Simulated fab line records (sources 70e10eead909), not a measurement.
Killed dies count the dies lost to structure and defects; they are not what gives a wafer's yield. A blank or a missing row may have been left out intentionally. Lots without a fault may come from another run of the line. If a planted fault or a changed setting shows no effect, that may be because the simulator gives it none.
fab line records | flow nand_harc
[record] lots = 6 | wafers = 18 | last_day = 24
route steps=1159 shown A_ZERO_WELL@412 A_SOURCE_PLATE@413 A_ONON_D1@424 END@1159
lots that met no fault: taken from a fault-free run of the same line
start_h: start of the lot's first displayed wafer, in hours after the record's first day | wait_h: hours from the lot's prior step to this one | " repeats the value in the row above | L1.1+2: several wafers, shown together as one row | - no value present, or no start provided | * or withheld: withheld | < > ~ a bound
route shown NAME@n: NAME is a module with steps in the file, n the number in the route of the first one | usual: the fault-free wafers' mean and standard deviation | same: alike in all rows | chamber/n: place in a boat | sites: readings site by site | _std_site: the standard deviation of these | _edge_site: the outer-site mean with the inner-site mean subtracted | radius_mm: for every site, how far away it sits from the centre of the wafer | mask NAME#n: copy n | behind: the tool/chamber that last shaped the wafer | hold: why the lot was held/for how many hours/how that ended | device: the transistor (n, p or np) that didn't switch | end of line: the route-end tests of the same wafers | for a step that has no rows: nothing shown but its recipe | killed: dies that structure and defects cost at the first sort, which is not the same as the wafer's yield | map: per-die view of a wafer (x killed, . not killed, _ where there is no die)
set.NAME: the setting that was run; set.NAME@STEP: the one run at that earlier step | model.NAME: the simulator's own value behind a step, which no gauge read
lots at selected steps of the route; one table per step, one row per wafer
services: from which hour (start_h, from the record's first day; less than 0 if before it) a tool's chamber was out of use, for how many hours, and why
[[steps]]
[step NHARC_A_ZERO_WELL_INSPECT_17]
[usual] raw_defect_count = 11/5.9
lot.wafer | tool              | chamber | start_h | wait_h | raw_defect_count
L561.2    | defect_inspect-02 | -       | 148.72  | 0.1    | 17
L561.3    | "                 | -       | "       | "      | 19
L561.4    | "                 | -       | "       | "      | 14
L562.1    | defect_inspect-01 | -       | 159.12  | 0.2    | 11
L562.2    | "                 | -       | "       | "      | 7
L562.4    | "                 | -       | "       | "      | 6
L575.1    | defect_inspect-02 | -       | 224.36  | 0.2    | 5
L575.2    | "                 | -       | "       | "      | 8
L575.3    | "                 | -       | "       | "      | 3
L580.3    | defect_inspect-01 | -       | 258.21  | 0.1    | 4
L580.5    | "                 | -       | "       | "      | 3
L580.6    | "                 | -       | "       | "      | 7
L581.1    | defect_inspect-02 | -       | 262.59  | 0.2    | 5
L581.2    | "                 | -       | "       | "      | 7
L581.5    | "                 | -       | "       | "      | 9
L583.3    | defect_inspect-01 | -       | 280.46  | 0.1    | 13
L583.5    | "                 | -       | "       | "      | 20
L583.6    | "                 | -       | "       | "      | 13
[step NHARC_A_SOURCE_PLATE_PRECLEAN_00]
[recipe] time_s = 60 | chemistry = HF-LAST
[step NHARC_A_SOURCE_PLATE_SRD_01]
[step NHARC_A_SOURCE_PLATE_OXIDE_02]
[recipe] target_thk_a = 100 | temp_c = 900 | ox_time_s = 1362 | material = SiO2
[step NHARC_A_SOURCE_PLATE_THK_MEAS_09]
[recipe] thk_meas_gauge = ellipsometry
[usual] thk_nm = 9.8/1
lot.wafer | tool          | chamber | start_h | wait_h | thk_nm
L561.2    | film_metro-01 | -       | 155.86  | 0.4    | 11.9
L561.3    | "             | -       | "       | "      | 9.5
L561.4    | "             | -       | "       | "      | 9.6
L562.1    | film_metro-02 | -       | 165.61  | 0.4    | 9.8
L562.2    | "             | -       | "       | "      | 8.8
L562.4    | "             | -       | "       | "      | 8.3
L575.1    | film_metro-01 | -       | 231.50  | 0.4    | 9.3
L575.2    | "             | -       | "       | "      | 10.3
L575.3    | "             | -       | "       | "      | 9.4
L580.3    | film_metro-02 | -       | 265.63  | 0.4    | 8.9
L580.5    | "             | -       | "       | "      | 9.5
L580.6    | "             | -       | "       | "      | 9.0
L581.1    | film_metro-02 | -       | 270.60  | 0.4    | 9.4
L581.2    | "             | -       | "       | "      | 10.6
L581.5    | "             | -       | "       | "      | 10.5
L583.3    | film_metro-02 | -       | 290.91  | 0.4    | 8.2
L583.5    | "             | -       | "       | "      | 8.9
L583.6    | "             | -       | "       | "      | 9.7
[step NHARC_A_SOURCE_PLATE_PVD_04]
[recipe] target_thk_a = 500 | material = WSi2
[step NHARC_A_SOURCE_PLATE_CVD_03]
[recipe] target_thk_a = 2000 | temp_c = 620 | pressure_mtorr = 200 | time_s = 4000 | material = poly-Si
[step NHARC_A_SOURCE_PLATE_ANNEAL_05]
[recipe] temp_c = 850 | time_s = 1800
[step NHARC_A_SOURCE_PLATE_THK_MEAS_06]
[recipe] thk_meas_gauge = ellipsometry
[usual] thk_nm = 200.0/1.9
lot.wafer | tool          | chamber | start_h | wait_h | thk_nm
L561.2    | film_metro-02 | -       | 176.64  | 0.4    | 204.4
L561.3    | "             | -       | "       | "      | 204.2
L561.4    | "             | -       | "       | "      | 202.0
L562.1    | film_metro-01 | -       | 176.64  | 0.4    | 198.5
L562.2    | "             | -       | "       | "      | 199.2
L562.4    | "             | -       | "       | "      | 198.6
L575.1    | film_metro-01 | -       | 244.73  | 0.4    | 200.7
L575.2    | "             | -       | "       | "      | 202.0
L575.3    | "             | -       | "       | "      | 201.3
L581.1    | film_metro-01 | -       | 281.13  | 0.4    | 199.9
L581.2    | "             | -       | "       | "      | 202.3
L581.5    | "             | -       | "       | "      | 202.7
L580.3    | film_metro-02 | -       | 281.14  | 0.4    | 200.9
L580.5    | "             | -       | "       | "      | 199.5
L580.6    | "             | -       | "       | "      | 201.0
L583.3    | film_metro-02 | -       | 304.42  | 0.4    | 200.8
L583.5    | "             | -       | "       | "      | 197.2
L583.6    | "             | -       | "       | "      | 201.7
[step NHARC_A_SOURCE_PLATE_INSPECT_08]
[usual] raw_defect_count = 60/24
lot.wafer | tool              | chamber | start_h | wait_h | raw_defect_count
L561.2    | defect_inspect-01 | -       | 176.71  | 0.0    | 96
L561.3    | "                 | -       | "       | "      | 55
L561.4    | "                 | -       | "       | "      | 50
L562.1    | defect_inspect-02 | -       | 176.71  | 0.0    | 47
L562.2    | "                 | -       | "       | "      | 56
L562.4    | "                 | -       | "       | "      | 66
L575.1    | defect_inspect-01 | -       | 244.79  | 0.0    | 31
L575.2    | "                 | -       | "       | "      | 65
L575.3    | "                 | -       | "       | "      | 65
L581.1    | defect_inspect-01 | -       | 281.20  | 0.0    | 42
L581.2    | "                 | -       | "       | "      | 22
L581.5    | "                 | -       | "       | "      | 32
L580.3    | defect_inspect-02 | -       | 281.20  | 0.0    | 54
L580.5    | "                 | -       | "       | "      | 47
L580.6    | "                 | -       | "       | "      | 76
L583.3    | defect_inspect-01 | -       | 304.48  | 0.0    | 35
L583.5    | "                 | -       | "       | "      | 39
L583.6    | "                 | -       | "       | "      | 42
[step NHARC_A_ONON_D1_DEP_00]
[recipe] target_thk_a = 10000 | n2_flow_sccm = 2750 | n2o_flow_sccm = 2000 | nh3_flow_sccm = 500 | sih4_flow_sccm = 210 | temp_c = 400
lot.wafer  | tool          | chamber | start_h | wait_h
L562.1+2+4 | pecvd_onon-03 | 0       | 176.77  | 0.1
L561.2+3+4 | pecvd_onon-02 | 0       | 176.83  | 0.1
L575.1+2+3 | pecvd_onon-02 | 0       | 244.86  | 0.1
L581.1+2+5 | pecvd_onon-02 | 0       | 281.26  | 0.1
L580.3+5+6 | pecvd_onon-03 | 0       | 281.38  | 0.2
L583.3+5+6 | pecvd_onon-03 | 0       | 304.67  | 0.2
[step NHARC_A_ONON_D1_THK_MEAS_02]
[recipe] thk_meas_gauge = ellipsometry
[usual] thk_nm = 1001/9.7
lot.wafer | tool          | chamber | start_h | wait_h | thk_nm
L562.1    | film_metro-02 | -       | 177.28  | -      | 1005
L562.2    | "             | -       | "       | "      | 1005
L562.4    | "             | -       | "       | "      | 1005
L561.2    | film_metro-01 | -       | 177.28  | -      | 992
L561.3    | "             | -       | "       | "      | 992
L561.4    | "             | -       | "       | "      | 991
L575.1    | film_metro-02 | -       | 245.37  | -      | 1711
L575.2    | "             | -       | "       | "      | 1714
L575.3    | "             | -       | "       | "      | 1711
L581.1    | film_metro-01 | -       | 281.77  | -      | 1702
L581.2    | "             | -       | "       | "      | 1706
L581.5    | "             | -       | "       | "      | 1704
L580.3    | film_metro-01 | -       | 281.78  | -      | 1008
L580.5    | "             | -       | "       | "      | 1009
L580.6    | "             | -       | "       | "      | 1011
L583.3    | film_metro-02 | -       | 305.06  | -      | 1002
L583.5    | "             | -       | "       | "      | 1001
L583.6    | "             | -       | "       | "      | 1000
[step NHARC_A_ONON_D1_DEP_03]
[recipe] target_thk_a = 10000 | n2_flow_sccm = 2750 | n2o_flow_sccm = 2000 | nh3_flow_sccm = 500 | sih4_flow_sccm = 210 | temp_c = 400
[step NHARC_END_SORT_01]
[recipe] temp_c = 25
[usual] killed_at_array = 28/10 | killed_at_other = 0.5/0.82 | killed_at_periphery = 3.4/2.2 | killed_dies = 31/10 | killed_open = 3.4/1.9 | killed_short = 1.9/1.3
[same] gross_dies = 677
lot.wafer | tool      | chamber | start_h | wait_h | killed_at_array | killed_at_other | killed_at_periphery | killed_dies | killed_open | killed_short
L575.1    | prober-01 | 0       | 523.21  | 2.5    | 675             | 0               | 2                   | 677         | 1           | 3
L575.2    | prober-01 | 0       | 524.00  | 2.8    | 670             | 0               | 7                   | 677         | 5           | 3
L575.3    | prober-01 | 0       | 524.80  | 3.1    | 675             | 0               | 2                   | 677         | 1           | 2
L581.1    | prober-02 | 0       | 573.13  | 2.5    | 675             | 0               | 2                   | 677         | 3           | 0
L581.2    | prober-02 | 0       | 573.94  | 2.8    | 673             | 2               | 2                   | 677         | 2           | 3
L581.5    | prober-02 | 0       | 576.35  | 3.7    | 675             | 1               | 1                   | 677         | 3           | 2
// killed by level:class
L575.1 A_ONON_D1:area_dep=663 A_CHANNEL_HOLE_D1:chamber_film_flake=3 A_M0:geometric_particle:short=2 P_STI:chamber_film_flake=2 A_STAIRCASE:chamber_film_flake=2 A_CONTACT:chamber_film_flake=2 A_WL_FILL:geometric_particle:short=1 A_CONTACT:geometric_particle:open=1
L575.2 A_ONON_D1:area_dep=650 A_CHANNEL_HOLE_D1:chamber_film_flake=8 A_CONTACT:chamber_film_flake=3 P_STI:geometric_particle:open=2 A_WL_FILL:chamber_film_flake=2 A_STAIRCASE:chamber_film_flake=2 P_GATE:geometric_particle:open=1 P_CONTACT:geometric_particle:open=1
L575.3 A_ONON_D1:area_dep=660 A_STAIRCASE:chamber_film_flake=4 A_CHANNEL_HOLE_D1:chamber_film_flake=3 A_ONON_D1:geometric_particle:short=2 A_BLC:chamber_film_flake=2 P_M0:geometric_particle:open=1 P_GATE:chamber_film_flake=1 A_CHANNEL_FILL_D1:chamber_film_flake=1
L581.1 A_ONON_D1:area_dep=628 A_CHANNEL_HOLE_D1:chamber_film_flake=24 A_SLIT:chamber_film_flake=16 A_STAIRCASE:chamber_film_flake=3 A_CONTACT:chamber_film_flake=3 P_CONTACT:geometric_particle:open=2 A_CONTACT:geometric_particle:open=1
L581.2 A_ONON_D1:area_dep=634 A_CHANNEL_HOLE_D1:chamber_film_flake=23 A_SLIT:chamber_film_flake=9 A_CONTACT:chamber_film_flake=4 P_GATE:geometric_particle:short=1 P_GATE:geometric_particle:open=1 A_CHANNEL_FILL_D1:geometric_particle:short=1 A_M0:geometric_particle:open=1
L581.5 A_ONON_D1:area_dep=636 A_CHANNEL_HOLE_D1:chamber_film_flake=16 A_SLIT:chamber_film_flake=12 A_CONTACT:chamber_film_flake=5 A_STAIRCASE:chamber_film_flake=2 P_CONTACT:geometric_particle:open=1 A_ONON_D1:geometric_particle:short=1 A_WL_FILL:geometric_particle:short=1
// map L575.1 (x killed, . not)
____________x____________
_________xxxxxxx_________
_______xxxxxxxxxxx_______
______xxxxxxxxxxxxx______
_____xxxxxxxxxxxxxxx_____
____xxxxxxxxxxxxxxxxx____
____xxxxxxxxxxxxxxxxx____
___xxxxxxxxxxxxxxxxxxx___
___xxxxxxxxxxxxxxxxxxx___
__xxxxxxxxxxxxxxxxxxxxx__
__xxxxxxxxxxxxxxxxxxxxx__
_xxxxxxxxxxxxxxxxxxxxxxx_
_xxxxxxxxxxxxxxxxxxxxxxx_
_xxxxxxxxxxxxxxxxxxxxxxx_
_xxxxxxxxxxxxxxxxxxxxxxx_
_xxxxxxxxxxxxxxxxxxxxxxx_
xxxxxxxxxxxxxxxxxxxxxxxxx
xxxxxxxxxxxxxxxxxxxxxxxxx
xxxxxxxxxxxxxxxxxxxxxxxxx
xxxxxxxxxxxxxxxxxxxxxxxxx
xxxxxxxxxxxxxxxxxxxxxxxxx
_xxxxxxxxxxxxxxxxxxxxxxx_
_xxxxxxxxxxxxxxxxxxxxxxx_
_xxxxxxxxxxxxxxxxxxxxxxx_
_xxxxxxxxxxxxxxxxxxxxxxx_
_xxxxxxxxxxxxxxxxxxxxxxx_
__xxxxxxxxxxxxxxxxxxxxx__
__xxxxxxxxxxxxxxxxxxxxx__
___xxxxxxxxxxxxxxxxxxx___
___xxxxxxxxxxxxxxxxxxx___
____xxxxxxxxxxxxxxxxx____
____xxxxxxxxxxxxxxxxx____
_____xxxxxxxxxxxxxxx_____
______xxxxxxxxxxxxx______
_______xxxxxxxxxxx_______
_________xxxxxxx_________
____________x____________
// map L581.1 (x killed, . not)
____________x____________
_________xxxxxxx_________
_______xxxxxxxxxxx_______
______xxxxxxxxxxxxx______
_____xxxxxxxxxxxxxxx_____
____xxxxxxxxxxxxxxxxx____
____xxxxxxxxxxxxxxxxx____
___xxxxxxxxxxxxxxxxxxx___
___xxxxxxxxxxxxxxxxxxx___
__xxxxxxxxxxxxxxxxxxxxx__
__xxxxxxxxxxxxxxxxxxxxx__
_xxxxxxxxxxxxxxxxxxxxxxx_
_xxxxxxxxxxxxxxxxxxxxxxx_
_xxxxxxxxxxxxxxxxxxxxxxx_
_xxxxxxxxxxxxxxxxxxxxxxx_
_xxxxxxxxxxxxxxxxxxxxxxx_
xxxxxxxxxxxxxxxxxxxxxxxxx
xxxxxxxxxxxxxxxxxxxxxxxxx
xxxxxxxxxxxxxxxxxxxxxxxxx
xxxxxxxxxxxxxxxxxxxxxxxxx
xxxxxxxxxxxxxxxxxxxxxxxxx
_xxxxxxxxxxxxxxxxxxxxxxx_
_xxxxxxxxxxxxxxxxxxxxxxx_
_xxxxxxxxxxxxxxxxxxxxxxx_
_xxxxxxxxxxxxxxxxxxxxxxx_
_xxxxxxxxxxxxxxxxxxxxxxx_
__xxxxxxxxxxxxxxxxxxxxx__
__xxxxxxxxxxxxxxxxxxxxx__
___xxxxxxxxxxxxxxxxxxx___
___xxxxxxxxxxxxxxxxxxx___
____xxxxxxxxxxxxxxxxx____
____xxxxxxxxxxxxxxxxx____
_____xxxxxxxxxxxxxxx_____
______xxxxxxxxxxxxx______
_______xxxxxxxxxxx_______
_________xxxxxxx_________
____________x____________
[[services]]
tool          | chamber | start_h | hours | kind
pecvd_onon-03 | -       | 153.40  | 13.0  | pm
pecvd_onon-02 | -       | 292.18  | 13.0  | pm
[[key]]
[first_sign] step = NHARC_A_ONON_D1_THK_MEAS_02 | reading = thk_nm | direction = up | sigmas = 73 | usual = 1001 | struck = 1708
[effect] step = NHARC_END_SORT_01 | reading = killed_at_array | direction = up | sigmas = 63 | usual = 28 | struck = 674
[more_kills_born_at] NHARC_A_ONON_D1_DEP_00@pecvd_onon-02 = 3871
met_at NHARC_A_ONON_D1_DEP_00
struck_wafers L575.1,L575.2,L575.3,L581.1,L581.2,L581.5
later_rows_left_out L575.1,L575.2,L575.3,L581.1,L581.2,L581.5
tester_left_out L575,L581
onset_between 176.83 244.86
[fault] kind = process_parameter_drift | tool = pecvd_onon-02 | chamber = 0 | onset_h = 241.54 | steps = NHARC_A_ONON_D1_DEP_00 | channel = target_thk_a | offset = * | shape = step | end_h = 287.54 | acts_in = * | stated = *
// tester_left_out: of these lots the tester's yield and bins aren't shown, on N5 and GAA mostly nor the transistor test; their killed dies are dies lost to structure and defects alone, not to doping, threshold or leakage, so they don't give the yield
// later_rows_left_out: the simulator's readings of these wafers behind a module that went badly wrong aren't trusted and aren't shown, but for the sort
